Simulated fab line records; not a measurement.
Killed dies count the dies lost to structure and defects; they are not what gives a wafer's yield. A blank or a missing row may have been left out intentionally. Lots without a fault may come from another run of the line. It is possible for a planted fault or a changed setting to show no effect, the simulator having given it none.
Chamber matching :: flow nand harc :: pecvd-02 running NHARC_A_M1_PRE_CLEAN_32: 3 sister chambers
The step time 12 s. 3 wafers are shown with their chamber, then 7 later ones without.

== WAFERS, EACH WITH ITS CHAMBER ==
wafer: L250.5
chamber: 1
rf fwd power W (W): 293.4

wafer: L256.6
chamber: 0
rf fwd power W (W): 293.4

wafer: L257.4
chamber: 2
rf fwd power W (W): 292.5

== WAFERS MISSING THEIR CHAMBER ==
wafer: L257.5
rf fwd power W (W): 291.5

wafer: L259.1
rf fwd power W (W): 293.0

wafer: L259.3
rf fwd power W (W): 292.2

wafer: L259.6
rf fwd power W (W): 292.9

wafer: L264.1
rf fwd power W (W): 292.3

wafer: L264.4
rf fwd power W (W): 293.3

wafer: L264.5
rf fwd power W (W): 291.8

== EACH ONE'S CHAMBER ==
wafer: L257.5
from the rows above: can't be placed: 2 or 0 or 1
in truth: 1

wafer: L259.1
from the rows above: can't be placed: 0 or 1 or 2
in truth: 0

wafer: L259.3
from the rows above: can't be placed: 2 or 0 or 1
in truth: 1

wafer: L259.6
from the rows above: can't be placed: 2 or 0 or 1
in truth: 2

wafer: L264.1
from the rows above: can't be placed: 2 or 0 or 1
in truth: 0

wafer: L264.4
from the rows above: can't be placed: 0 or 1 or 2
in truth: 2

wafer: L264.5
from the rows above: can't be placed: 2 or 0 or 1
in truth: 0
0 of 7 placed correctly. Not placeable from these rows: 7 (in 7, the candidates include the true chamber). Wrongly placed: 0.
How it was worked out, from the rows above alone: a wafer's distance from a chamber is the root of the sum, over the readings, of the square of ((its reading less the chamber's mean) divided by the reading's scatter). If the next closest chamber is less than 2 further off than the closest, the wafer can't be placed; otherwise it belongs to the closest. The mean given for a chamber averages the wafers shown for that chamber. The scatter: with one shown wafer a chamber, the root of the mean of the squares of how far each hidden wafer lies from its nearest shown one.
